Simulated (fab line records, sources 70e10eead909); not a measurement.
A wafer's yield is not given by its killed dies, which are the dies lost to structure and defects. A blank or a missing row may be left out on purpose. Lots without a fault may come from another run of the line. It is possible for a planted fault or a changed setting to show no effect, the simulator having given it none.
fab line records	flow nand-harc
record: lots: 5	wafers: 15	last-day: 24
route steps=1159 shown P_BONDPAD@357
lots with no fault: from the same line, run without faults
start-h: the number of hours between the record's first day and the start of the first shown wafer of the lot	wait-h: hours since the lot's step before	" as in the row above	L1.1+2: several wafers, shown together as one row	- no value, or no start given	* or withheld: withheld	< > ~ a bound
route shown NAME@n: NAME is a module with steps in the file, n the number in the route of the first one	usual: mean/standard deviation taken from wafers without a fault	same: alike in all rows	chamber/n: place in a boat	sites: each site's reading	_std_site: the values' standard deviation	_edge_site: outer sites' mean less inner sites'	radius-mm: how far each site lies from the wafer's centre	mask NAME#n: copy n	behind: the tool/chamber that last shaped the wafer	hold: what put the lot on hold/how long, in hours/how the hold closed	device: whichever transistor did not switch (one of n, p or np)	end of line: tests run on the same wafers once the route is complete	a step given without rows: its recipe and nothing more	killed: dies that structure and defects cost at the first sort, which is not the same as the wafer's yield	map: a wafer's dies, marking killed ones x, the rest . and places with no die _
set.NAME: the setting as run; set.NAME@STEP: as run at that earlier step	model.NAME: the simulator's own value behind a step, which no gauge read
a table for each step, a row for each wafer; lots at some steps of the route
services: when a tool's chamber went out of use (start-h, in hours from the record's first day, below 0 if earlier), for how many hours, and the reason
== steps ==
step: NHARC_P_BONDPAD_COAT_36
recipe: temp-c: 200	time-s: 65
step: NHARC_P_BONDPAD_COAT_03
recipe: spin-rpm: 2000	resist-thk-nm: 600
step: NHARC_P_BONDPAD_SOFTBAKE_04
recipe: temp-c: 125	time-s: 70
step: NHARC_P_BONDPAD_EBR_05
step: NHARC_P_BONDPAD_EXPOSE_06
recipe: na: 0.55	dose-mj: 37.06	mask-id: P_BPAD
step: NHARC_P_BONDPAD_PEB_07
recipe: peb-temp-c: 128	peb-time-s: 80
step: NHARC_P_BONDPAD_DEVELOP_08
recipe: time-s: 50	dev-temp-c: 22
step: NHARC_P_BONDPAD_CD_MEAS_09
recipe: target-cd-nm: 500	landing-energy-ev: 500
usual: cd-nm: 500.0/2
lot.wafer	tool	chamber	start-h	wait-h	cd-nm
L667.3	cd-sem-02	0	155.58	-	501.7
L667.4	"	0	"	"	503.6
L667.6	"	0	"	"	501.0
L670.3	cd-sem-02	0	177.13	-	498.6
L670.5	"	0	"	"	499.5
L670.6	"	0	"	"	499.2
L674.3	cd-sem-03	0	206.98	-	498.7
L674.5	"	0	"	"	499.8
L674.6	"	0	"	"	501.0
L676.1	cd-sem-02	0	213.70	-	497.9
L676.3	"	0	"	"	498.0
L676.6	"	0	"	"	501.0
L684.2	cd-sem-02	0	266.59	-	501.2
L684.4	"	0	"	"	499.2
L684.6	"	0	"	"	502.7
step: NHARC_P_BONDPAD_OVL_MEAS_38
usual: overlay-x-nm: 0/6	overlay-y-nm: -1/5
lot.wafer	tool	chamber	start-h	wait-h	overlay-x-nm	overlay-y-nm
L667.3	overlay-01	-	155.66	-	10	8
L667.4	"	-	"	"	10	8
L667.6	"	-	"	"	10	8
L670.3	overlay-01	-	177.21	-	15	7
L670.5	"	-	"	"	15	7
L670.6	"	-	"	"	15	7
L674.3	overlay-02	-	207.07	-	8	-6
L674.5	"	-	"	"	8	-6
L674.6	"	-	"	"	8	-7
L676.1	overlay-01	-	213.79	-	-2	-7
L676.3	"	-	"	"	-3	-7
L676.6	"	-	"	"	-3	-7
L684.2	overlay-02	-	266.68	-	-2	-5
L684.4	"	-	"	"	-2	-5
L684.6	"	-	"	"	-2	-5
step: NHARC_P_BONDPAD_HARDBAKE_10
recipe: temp-c: 118	time-s: 65
step: NHARC_P_BONDPAD_DESCUM_11
recipe: time-s: 3	o2-flow-sccm: 200	ar-flow-sccm: 0	bias-power-w: 0	chemistry: O2
usual: drypump-motor-current-A: 5.72/0.25	oes-product-au: 0.999/0.01	rf-vpp-V: 57.7/0.93	showerhead-plenum-p-Torr: 1.87/0.082	throttle-valve-pct: 11.311/0.0088
lot.wafer	tool	chamber	start-h	wait-h	drypump-motor-current-A	oes-product-au	rf-hours-counter-h	rf-vpp-V	showerhead-plenum-p-Torr	throttle-valve-pct
L667.4	rie-diel-07	2	155.80	-	5.79	1.006	10	58.1	1.79	11.317
L667.3	"	3	"	"	5.62	1.001	10	59.3	2.03	11.316
L667.6	"	1	"	"	5.73	0.986	-	58.7	1.85	11.308
L670.3	rie-diel-07	0	177.33	-	5.92	1.003	12	57.6	1.83	11.298
L670.6	"	0	"	"	5.93	1.002	-	57.0	1.83	11.300
L670.5	"	1	"	"	5.74	0.979	-	57.1	1.85	11.300
L674.3	rie-diel-04	3	207.21	-	5.26	0.996	28	57.4	1.83	11.311
L674.5	"	2	"	"	5.85	1.015	-	59.1	1.90	11.304
L674.6	"	3	"	"	5.24	1.003	-	56.4	1.84	11.312
L676.1	rie-diel-07	1	213.92	-	5.73	1.005	13	57.3	1.85	11.303
L676.3	"	3	"	"	5.61	0.998	16	58.1	2.03	11.315
L676.6	"	1	"	"	5.76	0.990	-	56.6	1.85	11.306
L684.2	rie-diel-07	1	266.81	-	5.74	0.994	3	56.9	1.85	11.325
L684.4	"	2	"	"	5.82	0.989	3	57.6	1.79	11.322
L684.6	"	0	"	"	5.97	0.991	-	58.2	1.83	11.304
step: NHARC_P_BONDPAD_ETCH_37
recipe: target-depth-a: 600	overetch-a: 180	time-s: 65.91	ion-energy-ev: 200	n2-flow-sccm: 150	h2-flow-sccm: 150	ar-flow-sccm: 0	rf-w: 400	bias-w: 150	chemistry: N2/H2
usual: bias-w: 150.0/0.46	drypump-motor-current-A: 5.72/0.25	n2-flow-sccm: 150.0/0.48	oes-product-au: 0.998/0.011	rf-vpp-V: 429.2/2.6	showerhead-plenum-p-Torr: 2.00/0.09	throttle-valve-pct: 14.172/0.0091
lot.wafer	tool	chamber	start-h	wait-h	bias-w	drypump-motor-current-A	n2-flow-sccm	oes-product-au	rf-hours-counter-h	rf-vpp-V	showerhead-plenum-p-Torr	throttle-valve-pct
L667.4	rie-diel-07	3	155.87	0.1	149.4	5.63	150.0	0.990	10	434.7	2.17	14.164
L667.3	"	0	"	"	149.7	5.97	150.6	0.998	11	426.8	1.95	14.161
L667.6	"	2	"	"	149.5	5.83	150.1	1.009	-	426.0	1.90	14.163
L670.3	rie-diel-07	0	177.42	0.1	150.1	5.94	150.5	1.003	12	427.9	1.95	14.182
L670.6	"	3	"	"	149.3	5.59	150.0	0.997	-	433.6	2.17	14.175
L670.5	"	0	"	"	149.6	5.95	150.3	0.997	-	428.6	1.95	14.187
L674.3	rie-diel-04	3	207.30	0.1	149.5	5.24	149.5	1.009	28	429.2	1.95	14.177
L674.5	"	0	"	"	150.3	5.62	149.3	0.987	-	430.8	2.04	14.159
L674.6	"	1	"	"	149.7	4.95	149.9	1.008	-	431.5	2.05	14.168
L676.1	rie-diel-07	1	214.00	0.1	150.5	5.75	150.5	0.984	13	427.8	1.97	14.172
L676.3	"	3	"	"	149.8	5.60	150.6	0.999	16	434.7	2.17	14.182
L676.6	"	2	"	"	150.0	5.81	150.1	1.004	-	426.0	1.90	14.154
L684.4	rie-diel-07	1	266.90	0.1	150.8	5.71	149.8	0.985	3	428.5	1.97	14.194
L684.2	"	2	"	"	149.8	5.83	149.8	0.988	3	426.9	1.90	14.162
L684.6	"	0	"	"	149.7	5.93	150.4	0.998	-	429.9	1.95	14.168
step: NHARC_P_BONDPAD_ETCH_12
recipe: target-depth-a: 2000	time-s: 100	chf3-flow-sccm: 50	o2-flow-sccm: 10	ar-flow-sccm: 200	rf-w: 500	bias-w: 200	chemistry: CHF3/O2
usual: bias-w: 200.1/0.55	drypump-motor-current-A: 5.72/0.25	oes-product-au: 0.947/0.024	rf-vpp-V: 369.6/2.3	showerhead-plenum-p-Torr: 2.36/0.1	throttle-valve-pct: 20.572/0.0087
lot.wafer	tool	chamber	start-h	wait-h	bias-w	drypump-motor-current-A	oes-product-au	rf-hours-counter-h	rf-vpp-V	showerhead-plenum-p-Torr	throttle-valve-pct
L667.3	rie-diel-07	2	155.96	-	200.0	5.82	0.982	10	365.8	2.25	20.574
L667.4	"	1	"	"	200.3	5.74	0.948	7	367.8	2.33	20.568
L667.6	"	3	"	"	199.9	5.62	0.979	-	372.2	2.54	20.579
L670.3	rie-diel-07	2	177.52	-	200.1	5.81	0.986	12	368.2	2.25	20.576
L670.6	"	1	"	"	200.3	5.75	0.944	-	369.4	2.33	20.571
L670.5	"	2	"	"	200.8	5.80	0.977	-	368.7	2.25	20.567
L674.3	rie-diel-04	3	207.38	-	199.2	5.24	0.928	28	368.7	2.31	20.587
L674.6	"	2	"	"	199.7	5.83	0.924	-	369.7	2.39	20.566
L674.5	"	3	"	"	200.3	5.25	0.930	-	368.5	2.31	20.576
L676.1	rie-diel-07	3	214.09	-	200.5	5.61	0.959	16	373.1	2.54	20.568
L676.3	"	1	"	"	201.1	5.76	0.956	13	369.5	2.33	20.576
L676.6	"	0	"	"	200.1	5.96	0.959	-	368.3	2.30	20.565
L684.2	rie-diel-07	1	266.98	-	199.7	5.73	0.924	3	370.0	2.32	20.565
L684.4	"	0	"	"	200.0	5.94	0.864	3	368.6	2.30	20.569
L684.6	"	1	"	"	200.3	5.74	0.911	-	368.4	2.33	20.572
step: NHARC_P_BONDPAD_CD_MEAS_13
usual: cd-nm: 499.4/2.2
lot.wafer	tool	chamber	start-h	wait-h	cd-nm
L667.3	cd-sem-01	-	156.10	-	502.4
L667.4	"	-	"	"	504.5
L667.6	"	-	"	"	500.1
L670.3	cd-sem-02	-	177.65	-	499.3
L670.5	"	-	"	"	499.4
L670.6	"	-	"	"	498.6
L674.3	cd-sem-01	-	207.52	-	498.9
L674.5	"	-	"	"	499.1
L674.6	"	-	"	"	500.0
L676.1	cd-sem-01	-	214.23	-	497.1
L676.3	"	-	"	"	497.8
L676.6	"	-	"	"	498.9
L684.2	cd-sem-03	-	267.12	-	498.8
L684.4	"	-	"	"	497.8
L684.6	"	-	"	"	502.5
== services ==
tool	chamber	start-h	hours	kind
rie-diel-07	0	133.75	-	clean
rie-diel-07	1	133.75	-	clean
rie-diel-07	2	133.75	-	clean
rie-diel-07	3	133.75	-	clean
rie-diel-04	3	146.38	3.5	repair
rie-diel-07	0	158.25	-	clean
rie-diel-07	1	158.25	-	clean
rie-diel-07	2	158.25	-	clean
rie-diel-07	3	158.25	-	clean
rie-diel-07	0	182.75	-	clean
rie-diel-07	1	182.75	-	clean
rie-diel-07	2	182.75	-	clean
rie-diel-07	3	182.75	-	clean
rie-diel-07	2	203.94	2.2	repair
rie-diel-07	0	207.25	-	clean
rie-diel-07	1	207.25	-	clean
rie-diel-07	2	207.25	-	clean
rie-diel-07	3	207.25	-	clean
rie-diel-07	-	228.23	9.0	pm
rie-diel-07	0	228.23	9.0	vent-cycle
rie-diel-07	1	228.23	9.0	vent-cycle
rie-diel-07	2	228.23	9.0	vent-cycle
rie-diel-07	3	228.23	9.0	vent-cycle
rie-diel-07	0	237.23	-	clean
== key ==
first-sign: step: NHARC_P_BONDPAD_ETCH_12	reading: oes-product-au	direction: down	sigmas: 3.5	usual: 0.947	struck: 0.864
effect none on later readings
met-at NHARC_P_BONDPAD_ETCH_12
struck-wafers L684.4
later-rows-left-out L684.4
sort-left-out L684.4
onset-between 214.09 266.98
fault: kind: process-parameter-drift	tool: rie-diel-07	chamber: 0	onset-h: 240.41	steps: NHARC_P_BONDPAD_ETCH_12	channel: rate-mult	offset: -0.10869	shape: step	end-h: 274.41
sort-left-out: the simulated sort isn't trusted on such a fault, so these wafers' sort isn't shown, and their yield isn't known
later-rows-left-out: the simulator's readings of these wafers behind a module that went badly wrong aren't trusted and aren't shown, but for the sort
